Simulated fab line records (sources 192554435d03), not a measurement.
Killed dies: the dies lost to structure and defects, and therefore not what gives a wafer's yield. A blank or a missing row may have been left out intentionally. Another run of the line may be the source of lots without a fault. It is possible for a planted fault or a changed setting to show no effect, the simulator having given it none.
Chamber matching / flow n5_finfet / N5_BEOL_M5_ILD_DEP_00 on pecvd-04 has 3 sister chambers
The step deposits SiCOH lowk from DEMS/porogen, target thk 140.64 nm, time 25.9 s. 14 wafers are shown with their chamber, then 6 later ones without.

== WAFERS WITH THEIR CHAMBER ==
wafer=L691.2; chamber=1; throttle_valve_pct (%)=14.8; heater_power_w (W)=289; showerhead_plenum_p_Torr (Torr)=5.711
wafer=L691.3; chamber=0; throttle_valve_pct (%)=14.3; heater_power_w (W)=237; showerhead_plenum_p_Torr (Torr)=5.730
wafer=L691.6; chamber=1; throttle_valve_pct (%)=15.0; heater_power_w (W)=288; showerhead_plenum_p_Torr (Torr)=5.715
wafer=L694.1; chamber=2; throttle_valve_pct (%)=13.9; heater_power_w (W)=256; showerhead_plenum_p_Torr (Torr)=5.765
wafer=L694.2; chamber=1; throttle_valve_pct (%)=15.0; heater_power_w (W)=265; showerhead_plenum_p_Torr (Torr)=5.730
wafer=L694.4; chamber=0; throttle_valve_pct (%)=14.3; heater_power_w (W)=243; showerhead_plenum_p_Torr (Torr)=5.736
wafer=L695.1; chamber=2; throttle_valve_pct (%)=13.9; heater_power_w (W)=305; showerhead_plenum_p_Torr (Torr)=5.765
wafer=L695.3; chamber=0; throttle_valve_pct (%)=14.2; heater_power_w (W)=249; showerhead_plenum_p_Torr (Torr)=5.748
wafer=L695.4; chamber=2; throttle_valve_pct (%)=14.1; heater_power_w (W)=312; showerhead_plenum_p_Torr (Torr)=5.771
wafer=L697.1; chamber=1; throttle_valve_pct (%)=14.7; heater_power_w (W)=271; showerhead_plenum_p_Torr (Torr)=5.729
wafer=L697.2; chamber=2; throttle_valve_pct (%)=14.2; heater_power_w (W)=311; showerhead_plenum_p_Torr (Torr)=5.744
wafer=L697.3; chamber=0; throttle_valve_pct (%)=14.2; heater_power_w (W)=250; showerhead_plenum_p_Torr (Torr)=5.755
wafer=L699.1; chamber=2; throttle_valve_pct (%)=14.1; heater_power_w (W)=305; showerhead_plenum_p_Torr (Torr)=5.747
wafer=L699.2; chamber=1; throttle_valve_pct (%)=15.2; heater_power_w (W)=297; showerhead_plenum_p_Torr (Torr)=5.692

SIGNATURES (averages over the wafers above)
reading=throttle_valve_pct; chamber 0=14.250; chamber 1=14.940; chamber 2=14.040; scatter within a chamber=0.146
reading=heater_power_w; chamber 0=244.75; chamber 1=282.00; chamber 2=297.80; scatter within a chamber=16.7
reading=showerhead_plenum_p_Torr; chamber 0=5.74225; chamber 1=5.71540; chamber 2=5.75840; scatter within a chamber=0.0133
Rule: a wafer's distance from a chamber is the root of the sum, over the readings, of the square of ((its reading less the chamber's mean) divided by the reading's scatter). The wafer belongs to the nearest chamber; if the next one is less than 2 further off, it can't be placed. How the scatter is found: for the shown wafers, subtract from each reading the mean of its chamber, square and add these, divide the total by (wafers less chambers), then take the root.

== WAFERS WHOSE CHAMBER IS MISSING ==
wafer=L699.5; throttle_valve_pct (%)=14.5; heater_power_w (W)=256; showerhead_plenum_p_Torr (Torr)=5.740
wafer=L703.1; throttle_valve_pct (%)=14.0; heater_power_w (W)=309; showerhead_plenum_p_Torr (Torr)=5.753
wafer=L703.2; throttle_valve_pct (%)=14.2; heater_power_w (W)=217; showerhead_plenum_p_Torr (Torr)=5.748
wafer=L706.3; throttle_valve_pct (%)=14.1; heater_power_w (W)=325; showerhead_plenum_p_Torr (Torr)=5.763
wafer=L706.4; throttle_valve_pct (%)=14.1; heater_power_w (W)=233; showerhead_plenum_p_Torr (Torr)=5.736
wafer=L706.6; throttle_valve_pct (%)=15.0; heater_power_w (W)=260; showerhead_plenum_p_Torr (Torr)=5.724

== EACH ONE'S CHAMBER ==
wafer=L699.5; from the rows above=0; in truth=0
wafer=L703.1; from the rows above=2; in truth=2
wafer=L703.2; from the rows above=0; in truth=0
wafer=L706.3; from the rows above=2; in truth=2
wafer=L706.4; from the rows above=0; in truth=0
wafer=L706.6; from the rows above=1; in truth=1
Correct placement for 6 of the 6. Number that these rows cannot place: 0. Wrongly placed: 0.
